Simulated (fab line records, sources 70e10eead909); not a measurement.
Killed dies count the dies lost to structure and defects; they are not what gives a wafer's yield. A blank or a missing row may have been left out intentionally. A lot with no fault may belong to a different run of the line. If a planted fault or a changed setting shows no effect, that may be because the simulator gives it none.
Chamber matching    flow nand harc    NHARC_A_STAIRCASE_DESCUM_252 on rie diel-02 has 4 sister chambers
The step chemistry O2, time 3 s. 4 wafers are shown with their chamber, then 9 later ones without.

== EACH WAFER AND ITS CHAMBER ==
wafer   chamber  showerhead plenum p Torr (Torr)
L088.2  2        1.87
L087.2  1        2.01
L086.3  0        1.80
L086.5  3        1.79

== WAFERS WITHOUT THEIR CHAMBER ==
wafer   showerhead plenum p Torr (Torr)
L092.1  1.86
L092.3  1.79
L092.4  1.79
L089.3  1.86
L089.5  1.86
L089.6  1.79
L097.1  2.01
L097.3  1.79
L097.4  1.79

== EACH ONE'S CHAMBER ==
wafer   from the rows above      in truth
L092.1  2                        2
L092.3  can't be placed: 3 or 0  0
L092.4  can't be placed: 3 or 0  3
L089.3  2                        2
L089.5  2                        2
L089.6  can't be placed: 3 or 0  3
L097.1  1                        1
L097.3  can't be placed: 3 or 0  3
L097.4  can't be placed: 3 or 0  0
Correctly placed: 4 of 9. Cannot be placed on the basis of these rows: 5; the candidates contain the true chamber in 5. Placed wrongly: 0.
How it was worked out, from the rows above alone: a wafer's distance from a chamber is the root of the sum, over the readings, of the square of ((its reading less the chamber's mean) divided by the reading's scatter). The wafer belongs to the nearest chamber; if the next one is less than 2 further off, it can't be placed. A chamber's mean is the mean of its shown wafers. The scatter: root of mean squared gap, hidden wafer to nearest shown wafer, with one shown wafer a chamber.
